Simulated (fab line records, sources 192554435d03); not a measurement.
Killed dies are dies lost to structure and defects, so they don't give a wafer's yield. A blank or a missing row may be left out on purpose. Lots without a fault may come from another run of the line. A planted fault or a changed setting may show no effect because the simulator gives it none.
Chamber matching | flow n5_finfet | N5_FIN_SAQP_HM_OPEN_73 on rie_diel-06: 4 sister chambers
The step chemistry CHF3/O2, target SiO2, stops on a-Si, target depth 12 nm, time 16.8 s. 4 wafers are shown with their chamber, then 9 later ones without.

WAFERS WITH THEIR CHAMBER
wafer  | chamber | throttle_valve_pct (%)
L081.1 | 2       | 18.36
L081.5 | 1       | 18.79
L086.3 | 0       | 18.63
L086.5 | 3       | 18.97

WAFERS WITHOUT THEIR CHAMBER
wafer  | throttle_valve_pct (%)
L087.1 | 18.61
L087.2 | 19.00
L087.3 | 18.80
L095.1 | 19.02
L095.3 | 18.40
L095.6 | 18.84
L097.1 | 18.67
L097.3 | 18.85
L097.6 | 19.03

WHICH CHAMBER EACH WENT THROUGH
wafer  | from the rows above     | in truth
L087.1 | 0                       | 0
L087.2 | 3                       | 3
L087.3 | 1                       | 1
L095.1 | 3                       | 3
L095.3 | 2                       | 2
L095.6 | can't be placed: 1 or 3 | 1
L097.1 | can't be placed: 0 or 1 | 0
L097.3 | can't be placed: 1 or 3 | 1
L097.6 | 3                       | 3
Placed correctly: 6 of 9. Can't be placed from these rows: 3 (the true chamber is among the candidates in 3). Placed wrongly: 0.
How it was worked out, from the rows above alone: a wafer's distance from a chamber is the root of the sum, over the readings, of the square of ((its reading less the chamber's mean) divided by the reading's scatter). The wafer belongs to the nearest chamber; if the next one is less than 2 further off, it can't be placed. A chamber's mean is the mean of its shown wafers. The scatter: with one shown wafer a chamber, the root of the mean of the squares of how far each hidden wafer lies from its nearest shown one.
